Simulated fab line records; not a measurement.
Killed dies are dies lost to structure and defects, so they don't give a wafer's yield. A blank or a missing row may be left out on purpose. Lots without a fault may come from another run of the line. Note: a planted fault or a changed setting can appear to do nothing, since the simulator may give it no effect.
Matching of chambers	flow n5Finfet	4 sister chambers for N5_HKMG_FIN_ETCH_67 on rieDiel-05
The step etches SOC in N2/H2, stops on TiN, target depth 388.9 nm. 8 wafers are shown with their chamber, then 12 later ones without.

== EACH WAFER AND ITS CHAMBER ==
wafer	chamber	showerheadPlenumPTorr (Torr)	drypumpMotorCurrentA (A)
L080.2	3	2.49	5.6
L088.3	0	2.58	5.4
L089.1	2	2.64	5.6
L089.2	1	2.48	6.1
L089.3	3	2.48	5.5
L089.4	0	2.58	5.4
L089.5	2	2.64	5.6
L089.6	1	2.48	6.2

== WAFERS WITH NO CHAMBER GIVEN ==
wafer	showerheadPlenumPTorr (Torr)	drypumpMotorCurrentA (A)
L090.2	2.58	5.4
L090.4	2.48	5.5
L090.6	2.64	5.6
L091.2	2.48	5.5
L091.5	2.64	5.6
L091.6	2.48	5.5
L092.1	2.48	6.2
L092.2	2.48	5.6
L092.3	2.64	5.6
L092.4	2.58	5.4
L092.5	2.48	6.2
L092.6	2.64	5.7

== CHAMBER TAKEN BY EACH ==
wafer	from the rows above	in truth
L090.2	0	0
L090.4	3	3
L090.6	2	2
L091.2	3	3
L091.5	2	2
L091.6	3	3
L092.1	1	1
L092.2	3	3
L092.3	2	2
L092.4	0	0
L092.5	1	1
L092.6	2	2
Correct placement for 12 of the 12. From these rows, 0 cannot be placed. 0 placed wrongly.
How it was worked out, from the rows above alone: a wafer's distance from a chamber is the root of the sum, over the readings, of the square of ((its reading less the chamber's mean) divided by the reading's scatter). If the next closest chamber is less than 2 further off than the closest, the wafer can't be placed; otherwise it belongs to the closest. A chamber's mean is the mean of its shown wafers. The scatter is the square root of a quotient: the sum, over the shown wafers, of each reading's squared deviation from its chamber's mean, divided by wafers minus chambers.
